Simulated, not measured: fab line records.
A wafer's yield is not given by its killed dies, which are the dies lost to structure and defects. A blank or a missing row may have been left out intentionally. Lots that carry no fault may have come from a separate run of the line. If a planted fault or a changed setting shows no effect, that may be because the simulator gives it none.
Which tool was responsible? :: flow n5Finfet :: Sampling: 8 lots, 24 wafers, 3 of 1938 route steps

## WHAT THE GAUGES SHOWED, per wafer
N5_BEOL_M4_RC_MEAS_101. Usual: DIBL_N 35.8 mV/V, standard deviation 1.6; DIBL_P 36.0 mV/V, standard deviation 2.1; IOFF_N 0.153 nA/um, standard deviation 0.026; IOFF_P 0.21 nA/um, standard deviation 0.037; ION_N 673 uA/um, standard deviation 11; ION_P 462 uA/um, standard deviation 7.6; SS_N 71.4 mV/dec, standard deviation 0.53; SS_P 73.2 mV/dec, standard deviation 0.67; VT_N 250 mV, standard deviation 3.2; VT_P -250 mV, standard deviation 3.7.
lot: L823
measured: day 9 15:46
on: prober-01
DIBL_N (mV/V): 33.7 33.4 31.5
DIBL_P (mV/V): 33.4 32.9 30.3
IOFF_N (nA/um): 0.121 0.111 0.091
IOFF_P (nA/um): 0.17 0.15 0.13
ION_N (uA/um): 658 653 647
ION_P (uA/um): 458 450 445
SS_N (mV/dec): 70.6 70.4 70.2
SS_P (mV/dec): 72.8 72.2 72.0
VT_N (mV): 253 254 256
VT_P (mV): -255 -253 -257
flag: 

lot: L824
measured: day 9 19:12
on: prober-02
DIBL_N (mV/V): 33.3 36.3 35.0
DIBL_P (mV/V): 32.7 35.2 33.4
IOFF_N (nA/um): 0.107 0.143 0.119
IOFF_P (nA/um): 0.16 0.18 0.17
ION_N (uA/um): 663 666 652
ION_P (uA/um): 457 453 448
SS_N (mV/dec): 71.0 71.6 71.0
SS_P (mV/dec): 72.5 73.1 73.6
VT_N (mV): 257 254 255
VT_P (mV): -256 -251 -253
flag: 

lot: L825
measured: day 10 08:57
on: prober-01
DIBL_N (mV/V): 35.2 35.3 36.4
DIBL_P (mV/V): 35.2 35.7 37.6
IOFF_N (nA/um): 0.136 0.153 0.168
IOFF_P (nA/um): 0.18 0.20 0.22
ION_N (uA/um): 671 688 688
ION_P (uA/um): 462 468 469
SS_N (mV/dec): 71.4 70.8 71.9
SS_P (mV/dec): 73.4 72.8 72.6
VT_N (mV): 250 249 246
VT_P (mV): -252 -249 -248
flag: 

lot: L829
measured: day 11 11:49
on: prober-01
DIBL_N (mV/V): 34.2 34.2 35.0
DIBL_P (mV/V): 35.2 34.9 35.9
IOFF_N (nA/um): 0.139 0.136 0.168
IOFF_P (nA/um): 0.20 0.21 0.23
ION_N (uA/um): 672 676 678
ION_P (uA/um): 467 472 466
SS_N (mV/dec): 71.2 71.8 71.3
SS_P (mV/dec): 72.5 72.8 73.4
VT_N (mV): 252 253 247
VT_P (mV): -251 -248 -249
flag: 

lot: L832
measured: day 12 05:17
on: prober-02
DIBL_N (mV/V): 35.6 37.7 36.3
DIBL_P (mV/V): 34.1 36.3 34.5
IOFF_N (nA/um): 0.139 0.164 0.134
IOFF_P (nA/um): 0.19 0.22 0.19
ION_N (uA/um): 669 667 669
ION_P (uA/um): 461 461 459
SS_N (mV/dec): 71.6 71.1 71.4
SS_P (mV/dec): 73.0 73.8 73.2
VT_N (mV): 252 252 251
VT_P (mV): -252 -251 -249
flag: 

lot: L836
measured: day 12 21:25
on: prober-02
DIBL_N (mV/V): 33.9 35.2 35.8
DIBL_P (mV/V): 35.1 36.3 37.1
IOFF_N (nA/um): 0.134 0.168 0.181
IOFF_P (nA/um): 0.19 0.23 0.23
ION_N (uA/um): 659 673 680
ION_P (uA/um): 463 466 460
SS_N (mV/dec): 70.9 71.8 72.2
SS_P (mV/dec): 73.0 73.2 73.5
VT_N (mV): 254 248 249
VT_P (mV): -250 -246 -246
flag: 

lot: L835
measured: day 13 01:37
on: prober-01
DIBL_N (mV/V): 36.5 37.5 34.7
DIBL_P (mV/V): 36.6 37.0 35.0
IOFF_N (nA/um): 0.159 0.174 0.136
IOFF_P (nA/um): 0.20 0.21 0.18
ION_N (uA/um): 669 680 661
ION_P (uA/um): 459 464 460
SS_N (mV/dec): 71.4 72.2 70.6
SS_P (mV/dec): 73.7 73.4 72.9
VT_N (mV): 253 250 253
VT_P (mV): -251 -249 -254
flag: 

lot: L837
measured: day 13 14:24
on: prober-02
DIBL_N (mV/V): 37.5 38.3 38.3
DIBL_P (mV/V): 38.2 39.0 38.8
IOFF_N (nA/um): 0.156 0.157 0.167
IOFF_P (nA/um): 0.21 0.24 0.22
ION_N (uA/um): 668 672 674
ION_P (uA/um): 458 469 458
SS_N (mV/dec): 71.6 71.8 71.5
SS_P (mV/dec): 73.6 74.3 73.8
VT_N (mV): 251 252 248
VT_P (mV): -251 -250 -249
flag: 

N5_BEOL_M8_CD_MEAS_28: target cd 40 nm. Usual: cdNm reads 40.02 nm (standard deviation 0.27).
lot: L823
measured: day 11 03:17
on: cdSem-02
cdNm (nm): 39.41 39.67 39.63
flag: 

lot: L824
measured: day 11 03:14
on: cdSem-03
cdNm (nm): 39.53 40.07 39.32
flag: 

lot: L825
measured: day 11 15:41
on: cdSem-01
cdNm (nm): 40.01 39.72 39.78
flag: 

lot: L829
measured: day 12 23:13
on: cdSem-03
cdNm (nm): 39.69 40.07 40.06
flag: 

lot: L832
measured: day 13 16:04
on: cdSem-03
cdNm (nm): 40.26 40.05 40.07
flag: 

lot: L836
measured: day 14 08:30
on: cdSem-02
cdNm (nm): 40.42 40.40 40.09
flag: 

lot: L835
measured: day 14 10:47
on: cdSem-03
cdNm (nm): 40.35 39.86 40.11
flag: 

lot: L837
measured: day 15 03:22
on: cdSem-02
cdNm (nm): 40.84 40.12 40.02
flag: 

N5_BEOL_M8_OVL_MEAS_29. Usual: V7_OVL typically reads -0.3 nm, with standard deviation 0.66.
lot: L823
measured: day 11 03:19
on: overlay-01
V7_OVL (nm): 0.3 0.6 0.8
flag: 

lot: L824
measured: day 11 03:16
on: overlay-01
V7_OVL (nm): 0.0 -0.6 -0.3
flag: 

lot: L825
measured: day 11 15:43
on: overlay-01
V7_OVL (nm): -1.0 -0.7 -0.8
flag: 

lot: L829
measured: day 12 23:15
on: overlay-01
V7_OVL (nm): -2.4 -1.0 -1.2
flag: 

lot: L832
measured: day 13 16:05
on: overlay-01
V7_OVL (nm): 1.0 0.4 1.4
flag: 

lot: L836
measured: day 14 08:32
on: overlay-01
V7_OVL (nm): -0.6 0.4 0.1
flag: 

lot: L835
measured: day 14 10:49
on: overlay-01
V7_OVL (nm): 0.6 0.0 0.0
flag: 

lot: L837
measured: day 15 03:24
on: overlay-01
V7_OVL (nm): -0.8 -0.4 -0.1
flag: 

## WHAT TOOL EACH LOT RAN ON (gives the tool, then ch and the chambers of the sampled wafers, and finally the start)
Record: no process step prior to these readings.

## AS READ BY THE TOOLS THEMSELVES (means over the sampled wafers that have a number; for cases with no such wafer, the mark the record gives instead)
The record holds no such reading with a usual standard deviation.

## THE ANSWER, worked out from the rows above alone
Rule: take the mean of a lot's wafers that have a number; if it is more than 3 standard deviations from the usual mean, the lot is off. A lot without any number at a reading at which 4 lots or more have one is off too. All remaining lots with rows at the step are treated as sound. After the gauges, taken in route order, come the tools' own readings; for these a lot's mean is taken, as printed above. At the first step where some lot is off, the reading lying furthest off is the one used; lots without a number count as furthest.
Nothing can be told from this: no lot is off at any reading shown.

## WHAT HAD BEEN PUT IN BY THE SIMULATOR
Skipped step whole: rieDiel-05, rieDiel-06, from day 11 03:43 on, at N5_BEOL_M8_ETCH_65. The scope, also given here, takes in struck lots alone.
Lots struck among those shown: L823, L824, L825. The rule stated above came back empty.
